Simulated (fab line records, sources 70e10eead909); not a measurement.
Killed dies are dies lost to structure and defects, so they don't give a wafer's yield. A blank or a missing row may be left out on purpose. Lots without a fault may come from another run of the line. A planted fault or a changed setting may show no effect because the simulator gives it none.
A struck lot beside a sound one | flow nand_harc | 13 steps out of a route of 1302
Sound: wafers L514.1, L514.3, L514.4. Struck: wafer L511.1. (L511.2, L511.6 of the same lot were not struck and are left out.) The cause comes at the end.
At each step with rows: each side's tool, then ch and its chambers, then its first start. Under that, the readings that differ: sound wafers | struck wafers | difference of the means | sigmas: that difference in standard deviations of wafers without a fault.
alike: readings whose means differ by less than 2 such deviations, and words and numbers that are the same on both sides. not compared: withheld readings, readings that some wafer has no value for, bounds like >300 that may hide the same value, and numbers for which the record gives no deviation and whose values overlap.
The two part at a step that has a row with sigmas, a row that says differs or no value, or rows on one side only. Numbers that don't overlap but have no deviation are shown without sigmas and don't part them. A reading that every wafer of one side lacks parts them only if that side has two wafers or more.

first, 1 step without rows for these wafers: NHARC_A_SLIT_SRD_20.
NHARC_A_SLIT_CD_MEAS_21:
  sound on cd_sem-02, day 25 23:02; struck on cd_sem-03, day 25 10:17
  alike: cd_nm
then, 3 steps without rows for these wafers: NHARC_A_SIN_REMOVE_WET_00 (chemistry H3PO4, time 15300 s); NHARC_A_SIN_REMOVE_PRECLEAN_01 (cleans in SC1); NHARC_A_SIN_REMOVE_SRD_02.
NHARC_A_SIN_REMOVE_INSPECT_04:
  sound on defect_inspect-02, day 26 05:40; struck on defect_inspect-01, day 25 16:55
  reading          | sound       | struck | difference | sigmas
  raw_defect_count | 240 264 316 | 477    | +204       | +2
NHARC_A_WL_FILL_ALD_00: deposits Al2O3, target thk 3 nm, pulse time 3 s, ald cycles 30.
  sound on ald_hk-04 ch 1,2,3, day 26 05:44; struck on ald_hk-04 ch 3, day 25 16:59
  alike: heater_power_w, precursor_pulse_height_rel
NHARC_A_WL_FILL_RTA_01: time 5 s.
  sound on rtp_anneal-01 ch 0, day 26 05:59; struck on rtp_anneal-02 ch 0, day 25 17:16
  alike: lamp_power_pct, lamp_zone_4_pct, lamp_zone_6_pct, lamp_zone_7_pct, wafer_temp_C_max
NHARC_A_WL_FILL_ALD_02: deposits TiN, target thk 2 nm, pulse time 3 s, ald cycles 100.
  sound on ald_metal-01 ch 1,2,3, day 26 06:13; struck on ald_metal-03 ch 2, day 25 17:31
  alike: heater_power_w, precursor_pulse_height_rel
NHARC_A_WL_FILL_CVD_03: deposits W, target thk 40 nm, time 279 s.
  sound on cvd_w-02 ch 0,1, day 26 06:39; struck on cvd_w-02 ch 0, day 25 17:59
  alike: heater_power_w, throttle_valve_pct
NHARC_A_WL_FILL_ETCHBACK_04: etches the open film in NF3, target depth 60 nm, time 120 s.
  sound on rie_metal-02 ch 0,1, day 26 07:01; struck on rie_metal-01 ch 0, day 25 18:22
  reading          | sound             | struck | difference | sigmas
  run_length_s (s) | 141.9 142.0 141.2 | 169.1  | +27.4      | +67
  alike: drypump_motor_current_A, oes_product_au
  not compared: rf_hours_counter_h
NHARC_A_WL_FILL_ETCHBACK_05: etches the open film in Cl2/BCl3, target depth 22 nm, time 60 s.
  sound on rie_metal-02 ch 0,1, day 26 07:16; struck on rie_metal-01 ch 1, day 25 18:36
  reading                     | sound       | struck | difference | sigmas
  drypump_motor_current_A (A) | 6.7 6.7 5.4 | 4.8    | -1.5       | -2
  alike: oes_product_au, run_length_s
  not compared: rf_hours_counter_h
-- the record jumps here: 5 days lie between the struck wafers' starts before and after (it left off in module A_WL_FILL and takes up again in module END, whose first step shown is number 1302 of the route) --
NHARC_END_SORT_01:
  the record has rows for the struck wafers here (prober-02 ch 0, day 30 22:23) and none for the sound ones

WHERE THEY PART
First at NHARC_A_SIN_REMOVE_INSPECT_04; last, within this record, at NHARC_END_SORT_01.

WHY: what the simulator had put in
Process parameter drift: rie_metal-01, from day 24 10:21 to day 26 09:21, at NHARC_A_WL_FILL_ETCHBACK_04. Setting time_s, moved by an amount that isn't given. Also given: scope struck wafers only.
